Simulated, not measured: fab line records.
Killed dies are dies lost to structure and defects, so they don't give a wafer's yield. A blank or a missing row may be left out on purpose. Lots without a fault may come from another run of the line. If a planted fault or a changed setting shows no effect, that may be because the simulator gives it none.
Struck lot and sound lot, side by side ; flow nandHarc ; 15 out of 1159 route steps
Sound: wafers L475.2, L475.4, L475.6. Struck: wafer L484.6 (left out: L484.3, a lot-mate that was not struck); the cause follows at the end.
At each step with rows: each side's tool, then ch and its chambers, then its first start. Under that, the readings that differ: sound wafers ; struck wafers ; difference of the means ; sigmas: that difference in standard deviations of wafers without a fault.
alike: same words and numbers on both sides, and readings whose means sit less than 2 such deviations apart. not compared: any withheld reading, any reading some wafer has no value for, any bound like >300 that may hide the same value, and any number with overlapping values for which the record gives no deviation.
Wherever a step has rows on one side only, a row that says differs or no value, or a row with sigmas, the two part there. Non-overlapping numbers with no deviation appear without sigmas and do not part them. Lack of a reading on every wafer of one side parts them only where that side has two or more wafers.

first, 1 step without rows for these wafers: NHARC_P_M0_DEVELOP_08 (develop time 35 s).
NHARC_P_M0_CD_MEAS_09 targets a cd of 90 nm.
  sound on cdSem-02 ch 0, day 6 04:13; struck on cdSem-03 ch 0, day 8 00:19
  alike: cdNm
NHARC_P_M0_OVL_MEAS_10: pitch 180 nm.
  sound on overlay-01, day 6 04:18; struck on overlay-02, day 8 00:23
  alike: overlayXNm, overlayYNm
NHARC_P_M0_INSPECT_11:
  sound on defectInspect-02, day 6 04:20; struck on defectInspect-02, day 8 00:26
reading;sound;struck;difference;sigmas
rawDefectCount;2 6 7;1;-4;-2
then, 1 step without rows for these wafers: NHARC_P_M0_DESCUM_14 (chemistry O2, time 3 s).
NHARC_P_M0_ETCH_34: etches the open film in N2/H2, target depth 40 nm, overetch 12 nm, time 43.94 s.
  sound on rieDiel-06 ch 0,1,2, day 6 04:29; struck on rieDiel-07 ch 1, day 8 00:35
  alike: drypumpMotorCurrentA, oesProductAu, rfVppV, showerheadPlenumPTorr, throttleValvePct
  not compared: rfHoursCounterH
then, 1 step without rows for these wafers: NHARC_P_M0_ETCH_15 (etches the open film in C4F8/Ar, target depth 150 nm, overetch 15 nm, time 82.5 s).
NHARC_P_M0_CD_MEAS_16:
  sound on cdSem-01, day 6 04:42; struck on cdSem-02, day 8 00:47
  alike: cdNm
NHARC_P_M0_STRIP_18: strips in N2/H2.
  sound on rieDiel-05 ch 1,3, day 6 04:46; struck on rieDiel-06 ch 0, day 8 00:56
  alike: drypumpMotorCurrentA, oesProductAu, powerW, rfVppV, showerheadPlenumPTorr, throttleValvePct
  not compared: rfHoursCounterH
then, 1 step without rows for these wafers: NHARC_P_M0_STRIP_19 (strips in post etch residue remover, time 600 s).
NHARC_P_M0_DEGAS_28: time 60 s.
  sound on pvdSputter-03, day 6 05:22; struck on pvdSputter-02, day 8 01:28
  alike: heaterPowerW
NHARC_P_M0_PRE_CLEAN_29: time 30 s.
  sound on pvdSputter-03; struck on pvdSputter-02
reading;sound;struck;difference;sigmas
heaterPowerW (W);387 372 414;517;+126;+3
NHARC_P_M0_PVD_20: deposits TaN, target thk 5 nm, time 8.06 s.
  sound on pvdSputter-03, day 6 05:31; struck on pvdSputter-02, day 8 01:36
reading;sound;struck;difference;sigmas
timeS (s);8.06 8.06 8.06;9.5988;+1.5388;
  alike: throttleValvePct
NHARC_P_M0_PVD_21: deposits Cu, target thk 30 nm, time 20.49 s.
  sound on pvdSputter-03; struck on pvdSputter-02
  alike: throttleValvePct
  not compared: timeS
-- break in the record here, with 14 days between the starts of the struck wafers on either side (left off in module P_M0, picked up again in module END, where the first step shown is number 1159 on the route) --
NHARC_END_SORT_01:
  sound on prober-02 ch 0, day 19 17:45; struck on prober-01 ch 0, day 22 06:47
reading;sound;struck;difference;sigmas
defectLimitedYield (%);98.2 97.6 96.6;94.1;-3.4;-2
killedAtArray;12 10 17;40;+27;+3
killedDies;12 16 23;40;+23;+2
sort_bin_4_pct (%);1.3 1.8 1.9;4.0;+2.3;+2
sortNPass;665 661 654;637;-23;-2
sortRimYieldPct (%);98.1 98.1 97.2;91.5;-6.3;-2
sortYieldPct (%);98.2 97.6 96.6;94.1;-3.4;-2
  alike: killedAtOther, killedAtPeriphery, killedOpen, killedShort, sort_bin_2_pct, sort_bin_3_pct

## WHERE THEY PART
Last at NHARC_END_SORT_01 as far as this record goes, first at NHARC_P_M0_INSPECT_11.

WHY: whatever the simulator had introduced
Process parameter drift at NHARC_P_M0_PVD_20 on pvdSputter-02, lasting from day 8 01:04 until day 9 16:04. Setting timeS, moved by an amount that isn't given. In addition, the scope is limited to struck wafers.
